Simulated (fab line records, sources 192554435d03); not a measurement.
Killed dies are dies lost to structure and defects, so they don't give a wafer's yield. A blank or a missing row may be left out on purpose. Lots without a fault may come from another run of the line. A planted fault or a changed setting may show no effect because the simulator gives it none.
fab line records | flow n5_finfet
record lots=10 wafers=30 last_day=17
route steps=1938 shown STI_FIN_REVEAL@204 DUMMY_GATE@236 SPACER0@260 SD_EPI_N@272 PASSIVATION@1936
lots that met no fault: from a run of the same line without faults
start_h: hours from the record's first day to the start of the lot's first wafer shown | wait_h: hours since the lot's step before | " the same as in the row above | L1.1+2: a row that stands for several wafers | - no value, or no start given | * or withheld: withheld | < > ~ a bound
route shown NAME@n: a module of which the file shows steps, and the number in the route of the first | usual: mean/standard deviation of fault-free wafers | same: alike in all rows | chamber/n: place in a boat | sites: the reading at each site | _std_site: their standard deviation | _edge_site: outer sites' mean less inner sites' | radius_mm: how far each site lies from the wafer's centre | mask NAME#n: copy n | behind: the tool/chamber that last shaped the wafer | hold: why the lot was held/for how many hours/how that ended | device: the transistor (n, p or np) that didn't switch | end of line: the same wafers' tests at the end of the route | a step without rows: its recipe alone | killed: dies lost to structure and defects at the first sort, not the wafer's yield | map: a wafer's dies, x killed, . not, _ none there
set.NAME: the setting as run; set.NAME@STEP: as run at that earlier step | model.NAME: the simulator's own value behind a step, which no gauge read
steps of the route over a sample of lots; a table a step, a row a wafer
services: from which hour (start_h, from the record's first day; less than 0 if before it) a tool's chamber was out of use, for how many hours, and why
## steps
# step N5_STI_FIN_REVEAL_OXIDATION_33
# recipe chemistry=O2_PLASMA_REMOTE temp_c=150 time_s=20 pressure_mtorr=1000 source_power_w=2000 o2_flow_sccm=3000
# usual drypump_motor_current_A=5.2/0.32 heater_power_w=144/18 o2_flow_sccm=2999/9.4 temp_c=150.00/0.16
# same time_s=20
# columns lot.wafer tool chamber start_h wait_h drypump_motor_current_A heater_power_w o2_flow_sccm rf_hours_counter_h temp_c
L668.2 plasma_asher-01 1 38.94 0.0 4.9 146 2999 75 149.88
L668.4 " 1 " " 4.9 142 3009 - 149.89
L668.5 " 1 " " 5.0 147 3015 - 149.76
L670.1 plasma_asher-01 0 52.19 0.0 4.9 160 3008 77 149.97
L670.2 " 1 " " 4.9 147 3018 77 150.07
L670.6 " 0 " " 4.9 162 2996 - 150.07
L672.1 plasma_asher-01 1 61.75 0.0 4.9 147 2994 79 149.85
L672.2 " 0 " " 4.9 162 2995 79 149.98
L672.6 " 0 " " 4.9 160 2983 - 149.93
L673.3 plasma_asher-02 1 67.16 0.0 5.4 111 2994 - 149.95
L673.4 " 0 " " 5.7 154 2976 - 150.03
L673.6 " 1 " " 5.4 111 2991 - 149.85
L676.2 plasma_asher-02 1 84.41 0.0 5.4 114 3006 39 150.11
L676.5 " 1 " " 5.4 112 2995 - 150.09
L676.6 " 0 " " 5.7 155 2997 - 150.03
L684.1 plasma_asher-01 0 133.25 0.1 4.9 159 2991 92 150.04
L684.4 " 0 " " 4.9 160 2999 - 149.84
L684.6 " 1 " " 5.0 146 2999 - 150.01
L685.1 plasma_asher-01 1 138.81 0.0 4.9 142 2990 93 150.25
L685.3 " 1 " " 4.9 142 3008 - 150.22
L685.4 " 0 " " 4.9 155 2997 - 149.97
L686.1 plasma_asher-01 0 144.17 0.0 4.9 157 2994 94 149.54
L686.4 " 1 " " 4.9 143 2990 - 150.19
L686.5 " 1 " " 4.9 145 2996 - 150.37
L688.2 plasma_asher-01 1 158.89 0.0 4.9 144 3012 96 150.15
L688.5 " 0 " " 4.9 163 2999 - 150.16
L688.6 " 1 " " 4.9 147 3004 - 149.93
L691.1 plasma_asher-01 0 175.92 0.3 4.9 158 3002 104 149.92
L691.2 " 1 " " 4.9 146 3000 104 149.85
L691.5 " 0 " " 4.9 156 3002 - 149.88
# step N5_DUMMY_GATE_ETCH_36
# recipe chemistry=CF4 target=SiARC target_depth_a=130 pressure_mtorr=40 source_w=545 bias_w=36 Ar_flow_sccm=100 cf4_flow_sccm=100 ion_energy_ev=80
# usual cf4_flow_sccm=99.98/0.3 drypump_motor_current_A=5.7/0.39 oes_product_au=0.77/0.089 rf_vpp_V=184.3/1.2 showerhead_plenum_p_Torr=2.16/0.066 throttle_valve_pct=15.71/0.28
# columns lot.wafer tool chamber start_h wait_h cf4_flow_sccm drypump_motor_current_A oes_product_au rf_hours_counter_h rf_vpp_V showerhead_plenum_p_Torr throttle_valve_pct
L668.2 rie_diel-04 0 48.37 0.0 100.02 5.3 0.69 226 182.5 2.02 15.38
L668.4 " 2 " " 100.35 4.9 0.89 45 184.3 2.17 15.43
L668.5 " 2 " " 100.07 4.9 0.88 - 184.9 2.17 15.44
L670.1 rie_diel-02 2 65.72 0.0 99.93 5.7 0.73 208 183.8 2.13 16.04
L670.2 " 1 " " 100.04 5.9 0.76 144 185.8 2.23 15.79
L670.6 " 0 " " 100.38 6.1 0.74 - 184.2 2.15 15.72
L672.1 rie_diel-02 2 70.79 0.0 99.82 5.6 0.72 210 185.2 2.13 16.04
L672.2 " 1 " " 100.09 5.8 0.75 146 185.4 2.23 15.79
L672.6 " 0 " " 99.98 6.0 0.74 - 183.7 2.15 15.72
L673.3 rie_diel-02 3 79.62 0.0 100.45 5.4 0.97 1 185.5 2.28 15.29
L673.4 " 0 " " 100.13 6.0 0.74 159 184.6 2.15 15.74
L673.6 " 3 " " 100.52 5.4 0.98 - 186.2 2.27 15.29
L676.2 rie_diel-02 0 102.07 0.0 99.70 6.1 0.75 167 184.4 2.14 15.76
L676.5 " 2 " " 99.92 5.6 0.72 - 182.6 2.13 16.07
L676.6 " 1 " " 100.07 5.8 0.73 - 184.8 2.23 15.82
L684.1 rie_diel-02 3 142.56 0.0 99.45 5.3 0.90 20 186.4 2.27 15.33
L684.4 " 2 " " 100.49 5.6 0.70 233 182.4 2.13 16.08
L684.6 " 2 " " 100.05 5.7 0.70 - 183.9 2.13 16.09
L686.1 rie_diel-05 0 153.30 0.0 100.41 6.5 0.71 184 185.8 2.21 15.89
L686.4 " 3 " " 100.28 5.2 0.71 229 184.1 2.11 15.94
L686.5 " 3 " " 100.05 5.3 0.71 - 183.4 2.11 15.94
L685.1 rie_diel-02 1 153.51 0.0 99.97 5.8 0.73 173 185.2 2.22 15.86
L685.3 " 2 " " 100.38 5.7 0.70 237 185.0 2.12 16.08
L685.4 " 3 " " 99.57 5.4 0.90 24 185.6 2.27 15.35
L688.2 rie_diel-05 0 168.68 0.0 99.37 6.4 0.70 189 185.0 2.21 15.90
L688.5 " 2 " " 100.47 5.8 0.94 - 183.3 2.09 15.20
L688.6 " 0 " " 99.94 6.5 0.71 - 184.9 2.21 15.91
L691.1 rie_diel-04 3 187.01 0.0 100.11 5.0 0.87 29 184.0 2.18 15.09
L691.2 " 0 " " 99.67 5.3 0.93 13 186.1 2.26 15.04
L691.5 " 2 " " 99.64 4.9 0.82 - 184.8 2.16 15.51
# step N5_DUMMY_GATE_CD_MEAS_24
# recipe target_cd_nm=15
# usual cd_nm=15.0/0.56
# columns lot.wafer tool chamber start_h wait_h cd_nm
L668.2 cd_sem-02 - 49.14 0.1 15.2
L668.4 " - " " 15.4
L668.5 " - " " 14.8
L670.1 cd_sem-01 - 66.49 0.1 14.1
L670.2 " - " " 15.0
L670.6 " - " " 14.8
L672.1 cd_sem-01 - 71.55 0.1 14.4
L672.2 " - " " 15.8
L672.6 " - " " 15.5
L673.3 cd_sem-01 - 80.59 0.1 14.3
L673.4 " - " " 15.2
L673.6 " - " " 15.0
L676.2 cd_sem-01 - 103.46 0.1 14.7
L676.5 " - " " 14.4
L676.6 " - " " 15.2
L684.1 cd_sem-01 - 143.32 0.1 14.0
L684.4 " - " " 15.1
L684.6 " - " " 15.4
L686.1 cd_sem-01 - 154.07 0.1 14.2
L686.4 " - " " 14.6
L686.5 " - " " 14.7
L685.1 cd_sem-02 - 154.37 0.1 15.0
L685.3 " - " " 14.8
L685.4 " - " " 15.0
L688.2 cd_sem-01 - 169.45 0.1 15.0
L688.5 " - " " 15.2
L688.6 " - " " 15.2
L691.1 cd_sem-01 - 187.77 0.1 15.4
L691.2 " - " " 14.6
L691.5 " - " " 15.0
# step N5_DUMMY_GATE_INSPECT_27
# recipe inspect_instrument=brightfield mode=aei
# usual raw_defect_count=298/81
# columns lot.wafer tool chamber start_h wait_h raw_defect_count
L668.2 defect_inspect-01 - 49.47 0.0 237
L668.4 " - " " 229
L668.5 " - " " 233
L670.1 defect_inspect-02 - 66.77 0.0 208
L670.2 " - " " 215
L670.6 " - " " 245
L672.1 defect_inspect-02 - 71.84 0.0 426
L672.2 " - " " 327
L672.6 " - " " 264
L673.3 defect_inspect-01 - 81.21 0.0 230
L673.4 " - " " 313
L673.6 " - " " 229
L676.2 defect_inspect-02 - 103.96 0.0 206
L676.5 " - " " 276
L676.6 " - " " 335
L684.1 defect_inspect-02 - 143.87 0.0 723
L684.4 " - " " 792
L684.6 " - " " 813
L686.1 defect_inspect-02 - 154.38 0.0 397
L686.4 " - " " 249
L686.5 " - " " 315
L685.1 defect_inspect-02 - 154.66 0.0 940
L685.3 " - " " 848
L685.4 " - " " 928
L688.2 defect_inspect-02 - 169.76 0.0 201
L688.5 " - " " 288
L688.6 " - " " 265
L691.1 defect_inspect-01 - 188.06 0.0 198
L691.2 " - " " 290
L691.5 " - " " 287
# step N5_SPACER0_ALD_08
# recipe material=SiNx target_thk_a=20 temp_c=400 ald_precursor_family=SiH2I2 ald_co_reactant=N2/H2-plasma pressure_torr=2
# usual heater_power_w=834/94
# columns lot.wafer tool chamber start_h wait_h heater_power_w
L668.2 ald_sin-02 2 49.91 0.1 791
L668.4 " 1 " " 958
L668.5 " 1 " " 964
L670.1 ald_sin-02 3 67.41 0.1 874
L670.2 " 2 " " 770
L670.6 " 2 " " 775
L672.1 ald_sin-04 2 72.28 0.1 903
L672.2 " 1 " " 856
L672.6 " 0 " " 847
L673.3 ald_sin-01 2 81.65 0.1 824
L673.4 " 0 " " 715
L673.6 " 1 " " 828
L676.2 ald_sin-01 0 104.41 0.1 704
L676.5 " 0 " " 686
L676.6 " 1 " " 866
L684.1 ald_sin-01 1 144.31 0.1 857
L684.4 " 0 " " 712
L684.6 " 0 " " 727
L686.1 ald_sin-01 3 154.83 0.1 636
L686.4 " 0 " " 727
L686.5 " 1 " " 827
L685.1 ald_sin-02 3 155.11 0.1 928
L685.3 " 2 " " 770
L685.4 " 0 " " 744
L688.2 ald_sin-04 0 170.21 0.1 835
L688.5 " 0 " " 856
L688.6 " 2 " " 903
L691.1 ald_sin-02 2 189.13 0.1 772
L691.2 " 1 " " 990
L691.5 " 1 " " 997
# step N5_SPACER0_INSPECT_04
# recipe inspect_instrument=darkfield mode=post_dep
# usual raw_defect_count=137/33
# columns lot.wafer tool chamber start_h wait_h raw_defect_count
L668.2 defect_inspect-01 - 50.07 0.1 100
L668.4 " - " " 105
L668.5 " - " " 122
L670.1 defect_inspect-02 - 67.57 0.1 118
L670.2 " - " " 126
L670.6 " - " " 118
L672.1 defect_inspect-01 - 72.44 0.1 197
L672.2 " - " " 164
L672.6 " - " " 108
L673.3 defect_inspect-02 - 81.82 0.1 152
L673.4 " - " " 188
L673.6 " - " " 133
L676.2 defect_inspect-01 - 104.58 0.1 117
L676.5 " - " " 142
L676.6 " - " " 152
L684.1 defect_inspect-01 - 144.47 0.1 590
L684.4 " - " " 635
L684.6 " - " " 638
L686.1 defect_inspect-01 - 154.98 0.1 201
L686.4 " - " " 149
L686.5 " - " " 135
L685.1 defect_inspect-01 - 155.27 0.1 696
L685.3 " - " " 668
L685.4 " - " " 706
L688.2 defect_inspect-01 - 170.37 0.1 101
L688.5 " - " " 143
L688.6 " - " " 132
L691.1 defect_inspect-01 - 189.29 0.1 92
L691.2 " - " " 129
L691.5 " - " " 112
# step N5_SD_EPI_N_INSPECT_11
# recipe mode=adi inspect_instrument=macro
# usual raw_defect_count=2.0/1.4
# columns lot.wafer tool chamber start_h wait_h raw_defect_count
L668.2 defect_inspect-02 - 50.52 0.0 2
L668.4 " - " " 3
L668.5 " - " " 3
L670.1 defect_inspect-02 - 67.93 0.0 1
L670.2 " - " " 1
L670.6 " - " " 3
L672.1 defect_inspect-01 - 72.89 0.0 1
L672.2 " - " " 4
L672.6 " - " " 1
L673.3 defect_inspect-01 - 82.28 0.0 5
L673.4 " - " " 1
L673.6 " - " " 1
L676.2 defect_inspect-01 - 105.04 0.0 4
L676.5 " - " " 2
L676.6 " - " " 5
L684.1 defect_inspect-01 - 144.93 0.0 >300
L684.4 " - " " >300
L684.6 " - " " >300
L686.1 defect_inspect-01 - 155.44 0.0 6
L686.4 " - " " 1
L686.5 " - " " 0
L685.1 defect_inspect-02 - 155.72 0.0 >300
L685.3 " - " " >300
L685.4 " - " " >300
L688.2 defect_inspect-01 - 170.83 0.0 5
L688.5 " - " " 1
L688.6 " - " " 5
L691.1 defect_inspect-01 - 189.62 0.0 0
L691.2 " - " " 3
L691.5 " - " " 1
# step N5_SD_EPI_N_INSPECT_26
# recipe inspect_instrument=darkfield mode=post_epi
# usual raw_defect_count=205/40
# columns lot.wafer tool chamber start_h wait_h raw_defect_count
L668.2 defect_inspect-02 - 55.07 0.1 188
L668.4 " - " " 178
L668.5 " - " " 167
L670.1 defect_inspect-01 - 72.65 0.1 212
L670.2 " - " " 224
L670.6 " - " " 200
L672.1 defect_inspect-01 - 77.61 0.1 290
L672.2 " - " " 254
L672.6 " - " " 193
L673.3 defect_inspect-01 - 87.11 0.1 237
L673.4 " - " " 303
L673.6 " - " " 252
L676.2 defect_inspect-01 - 109.45 0.1 174
L676.5 " - " " 222
L676.6 " - " " 204
L684.1 defect_inspect-02 - 150.66 0.1 686
L684.4 " - " " 678
L684.6 " - " " 762
L686.1 defect_inspect-02 - 159.46 0.1 261
L686.4 " - " " 231
L686.5 " - " " 192
L685.1 defect_inspect-01 - 161.55 0.1 745
L685.3 " - " " 793
L685.4 " - " " 766
L688.2 defect_inspect-02 - 175.85 0.1 167
L688.5 " - " " 193
L688.6 " - " " 191
L691.1 defect_inspect-02 - 194.95 0.1 155
L691.2 " - " " 222
L691.5 " - " " 159
# step N5_PASSIVATION_PROBE_49
# usual killed_at_M0_to_M3=33/11 killed_at_M4_up=13/5.2 killed_at_contacts=11/5.7 killed_at_front_end=39/11 killed_at_other=4/3 killed_dies=101/20 killed_open=66/15 killed_short=33/8.4
# same gross_dies=1180 killed_at_back_side=0
# columns lot.wafer tool chamber start_h wait_h killed_at_M0_to_M3 killed_at_M4_up killed_at_contacts killed_at_front_end killed_at_other killed_dies killed_open killed_short
L686.1 prober-01 - 378.54 0.0 21 6 5 39 6 77 36 33
L686.4 prober-01 - 378.69 0.2 52 19 9 28 8 116 63 51
L686.5 prober-01 - 378.74 0.2 24 12 4 34 5 79 65 13
L685.1 prober-02 - 382.02 0.0 36 14 3 162 2 217 58 42
L685.3 prober-02 - 382.12 0.1 26 13 8 112 7 166 51 44
L685.4 prober-02 - 382.17 0.2 39 13 4 159 2 217 61 33
L684.1 prober-02 - 385.93 0.0 19 8 5 154 2 188 45 24
L684.4 prober-02 - 386.08 0.2 25 15 11 111 4 166 59 27
L684.6 prober-02 - 386.18 0.3 29 13 5 122 3 172 65 28
# killed by level:class
L686.1 HKMG_FIN:area_etch=8 FIN_SAQP:geometric_particle:short=7 BEOL_M0_SAQP:geometric_particle:short=7 STI_FIN_REVEAL:geometric_particle:open=6 MOL_CONTACT_COAG:geometric_particle:open=5 BEOL_M0_SAQP:geometric_particle:open=5 STI_FIN_REVEAL:geometric_particle:short=3 DUMMY_GATE:geometric_particle:open=3
L686.4 BEOL_M0_SAQP:geometric_particle:short=18 BEOL_M4:geometric_particle:open=11 BEOL_M0_SAQP:geometric_particle:open=10 STI_FIN_REVEAL:geometric_particle:open=9 STARTING-WAFER:geometric_particle:short=7 MOL_CONTACT_COAG:geometric_particle:open=6 BEOL_M1:geometric_particle:open=6 BEOL_M2:geometric_particle:open=5
L686.5 BEOL_M0_SAQP:geometric_particle:open=10 STI_FIN_REVEAL:geometric_particle:open=8 FIN_SAQP:geometric_particle:open=7 BEOL_M4:geometric_particle:open=7 BEOL_M3:geometric_particle:open=6 FIN_SAQP:geometric_particle:short=5 MOL_CONTACT_COAG:geometric_particle:open=4 STARTING-WAFER:geometric_particle:open=4
L685.1 DUMMY_GATE:unspecified=112 BEOL_M0_SAQP:geometric_particle:short=16 BEOL_M0_SAQP:geometric_particle:open=11 FIN_SAQP:geometric_particle:open=9 FIN_SAQP:geometric_particle:short=7 GATE_CUT:geometric_particle:open=7 GATE_CUT:geometric_particle:short=7 BEOL_M4:geometric_particle:open=7
L685.3 DUMMY_GATE:unspecified=71 FIN_SAQP:geometric_particle:open=11 FIN_SAQP:geometric_particle:short=11 GATE_CUT:geometric_particle:short=9 BEOL_M2:geometric_particle:open=7 MOL_CONTACT_COAG:geometric_particle:open=7 BEOL_M0_SAQP:geometric_particle:short=7 PAD_METAL:geometric_particle:short=6
L685.4 DUMMY_GATE:unspecified=123 GATE_CUT:geometric_particle:short=10 BEOL_M1:geometric_particle:open=9 FIN_SAQP:geometric_particle:open=8 BEOL_M0_SAQP:geometric_particle:open=8 BEOL_M0_SAQP:geometric_particle:short=7 BEOL_M2:geometric_particle:open=7 GATE_CUT:geometric_particle:open=5
L684.1 DUMMY_GATE:unspecified=119 FIN_SAQP:geometric_particle:short=11 FIN_SAQP:geometric_particle:open=9 STI_FIN_REVEAL:geometric_particle:open=7 BEOL_M1:geometric_particle:open=6 MOL_CONTACT_COAG:geometric_particle:open=5 BEOL_M0_SAQP:geometric_particle:short=5 BEOL_M4:geometric_particle:open=5
L684.4 DUMMY_GATE:unspecified=80 STI_FIN_REVEAL:geometric_particle:open=9 MOL_CONTACT_COAG:geometric_particle:open=8 FIN_SAQP:geometric_particle:open=7 FIN_SAQP:geometric_particle:short=6 BEOL_M3:geometric_particle:open=6 BEOL_M2:geometric_particle:open=5 BEOL_M0_SAQP:geometric_particle:short=5
L684.6 DUMMY_GATE:unspecified=77 FIN_SAQP:geometric_particle:open=13 FIN_SAQP:geometric_particle:short=8 DUMMY_GATE:geometric_particle:open=8 STI_FIN_REVEAL:geometric_particle:open=7 BEOL_M2:geometric_particle:open=7 BEOL_M0_SAQP:geometric_particle:open=5 BEOL_M4:geometric_particle:open=5
## services
# columns tool chamber start_h hours kind
ald_sin-04 0 20.59 6.1 repair
ald_sin-01 0 51.21 1.7 repair
rie_diel-02 3 54.77 - clean
rie_diel-02 3 54.77 - consumable_replace:focus_ring
rie_diel-02 3 54.77 - consumable_replace:showerhead
rie_diel-02 3 54.77 21.4 scheduled_down
rie_diel-02 3 54.77 21.4 vent_cycle
rie_diel-04 0 61.47 8.6 repair
rie_diel-05 1 68.25 16.4 repair
rie_diel-05 - 69.73 15.6 pm
rie_diel-04 3 75.44 - clean
rie_diel-04 3 75.44 - consumable_replace:focus_ring
rie_diel-04 2 79.75 5.4 repair
ald_sin-01 3 121.34 8.3 repair
plasma_asher-02 - 134.18 1.1 repair
rie_diel-02 0 137.14 1.7 repair
rie_diel-05 0 139.20 12.1 repair
plasma_asher-02 - 163.55 28.1 pm
ald_sin-04 2 164.94 4.4 repair
rie_diel-02 2 167.26 2.7 repair
rie_diel-04 3 171.42 1.6 repair
ald_sin-01 1 171.53 16.3 repair
ald_sin-02 0 176.86 13.6 repair
ald_sin-01 - 178.29 2.8 pm
## key
first_sign step=N5_DUMMY_GATE_INSPECT_27 reading=raw_defect_count direction=up sigmas=6.7 usual=298 struck=841
effect step=N5_SPACER0_INSPECT_04 reading=raw_defect_count direction=up sigmas=16 usual=137 struck=656
effect step=N5_SD_EPI_N_INSPECT_11 reading=raw_defect_count direction=up sigmas=99+ usual=2.0 struck=>300
effect step=N5_SD_EPI_N_INSPECT_26 reading=raw_defect_count direction=up sigmas=13 usual=205 struck=738
effect step=N5_PASSIVATION_PROBE_49 reading=killed_at_front_end direction=up sigmas=8.8 usual=39 struck=137
more_kills_born_at N5_DUMMY_GATE_ETCH_36@rie_diel-02=582
met_at N5_DUMMY_GATE_ETCH_36
struck_lots L684,L685
tester_left_out L684,L685
not_acting_at N5_STI_FIN_REVEAL_OXIDATION_33,N5_DUMMY_GATE_CD_MEAS_24,N5_SPACER0_ALD_08
onset_between 102.07 142.56
fault kind=chamber_particle_source tool=rie_diel-02 chamber=- onset_h=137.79 steps=N5_DUMMY_GATE_ETCH_36 rate_per_visit_cm2=0.79952 end_h=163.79
# tester_left_out: of these lots the tester's yield and bins aren't shown, on N5 and GAA mostly nor the transistor test; their killed dies are dies lost to structure and defects alone, not to doping, threshold or leakage, so they don't give the yield
